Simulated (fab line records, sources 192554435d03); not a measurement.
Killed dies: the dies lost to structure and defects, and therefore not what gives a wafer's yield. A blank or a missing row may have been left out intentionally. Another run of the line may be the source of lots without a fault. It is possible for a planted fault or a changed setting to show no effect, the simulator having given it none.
Split-lot experiment	flow n5_finfet	21 wafers read from 7 lots, route of 1938 steps

## THE SPLIT ITSELF
At N5_DUMMY_GATE_COAT_28 (time 60 s, resist thk 10 nm), the setting spin_rpm was moved away from the recipe's 1500 rpm on 7 of the 21 wafers read, by -10.8% to +9.3%. For the rest of the wafers, this setting stayed at what the recipe calls for.

The split's own step is where the reading is taken.

## THE READING
underlayer_of_DUMMY_GATE_COAT_28.thk_nm (the simulator's own value, which no gauge read), in nm, at N5_DUMMY_GATE_COAT_28 (time 60 s, resist thk 10 nm). There is no usual value for it anywhere in the file.

wafer	tool, chamber at the split	spin_rpm as run, rpm	against the recipe	underlayer_of_DUMMY_GATE_COAT_28.thk_nm, nm	against lot-mates on the recipe
L079.3	litho_track-02, 0	1500	recipe	10	-
L079.4	litho_track-02, 0	1500	recipe	10	-
L079.6	litho_track-02, 0	1500	recipe	10	-
L081.1	litho_track-03, 0	1338	-10.8%	10.6	+0.6
L081.2	litho_track-03, 0	1500	recipe	10	-
L081.4	litho_track-03, 0	1500	recipe	10	-
L088.1	litho_track-02, 0	1500	recipe	10	-
L088.3	litho_track-02, 0	1365	-9.0%	10.6	+0.6
L088.4	litho_track-02, 0	1365	-9.0%	10.6	+0.6
L091.2	litho_track-01, 0	1349	-10.1%	10.6	+0.6
L091.3	litho_track-01, 0	1500	recipe	10	-
L091.5	litho_track-01, 0	1500	recipe	10	-
L094.3	litho_track-02, 0	1500	recipe	10	-
L094.4	litho_track-02, 0	1500	recipe	10	-
L094.6	litho_track-02, 0	1639	+9.3%	9.6	-0.4
L095.2	litho_track-02, 0	1500	recipe	10	-
L095.3	litho_track-02, 0	1554	+3.6%	9.8	-0.2
L095.6	litho_track-02, 0	1554	+3.6%	9.8	-0.2
L096.3	litho_track-02, 0	1500	recipe	10	-
L096.4	litho_track-02, 0	1500	recipe	10	-
L096.6	litho_track-02, 0	1500	recipe	10	-

THE FIT
A straight line over all 21 wafers: underlayer_of_DUMMY_GATE_COAT_28.thk_nm changes by -0.0572 nm for each +1% of spin_rpm; r = -0.99; the points scatter about the line by 0.038 nm.
The same after taking each lot's own level away (the mean of its wafers on the recipe; 21 wafers): -0.0572 nm for each +1%; r = -0.99; scatter 0.038 nm.
According to that fit, moving spin_rpm by its largest amount changes the reading by 0.62 nm.
The lots' own levels span 10.00 to 10.00 nm.
The two slopes are in agreement: the lot-to-lot level therefore moves the slope only a little.
Check: +0.644 nm against its lot-mates is what the line predicts for one of the wafers moved furthest among these (-10.8%) when that wafer is left out of the fit. It came out at +0.6 nm against them.

## OTHER SPLITS ON THESE WAFERS
These wafers also went through other splits before the reading. Each is held against what the fit with the lots' levels taken away leaves over:
other split on the same wafers	wafers away from the commonest value	r with underlayer_of_DUMMY_GATE_COAT_28.thk_nm (lot level and that fit taken away)
N5_ZERO_LAYER_PECVD_02 time_s	7	+0.19
N5_ZERO_LAYER_EXPOSE_08 dose_mj	6	+0.31
N5_PMOS_HMC_CHANNEL_EPI_PEB_07 peb_time_s	9	+0.10
N5_PMOS_HMC_CHANNEL_EPI_DEVELOP_08 develop_time_s	5	-0.38
N5_FIN_CUT_COAT_19 spin_rpm	6	+0.27
N5_FIN_CUT_COAT_29 spin_rpm	7	-0.13

## THE FILE'S OWN FIT
underlayer_of_DUMMY_GATE_COAT_28.thk_nm changes by -0.0562 nm for each +1% of spin_rpm, r = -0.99.
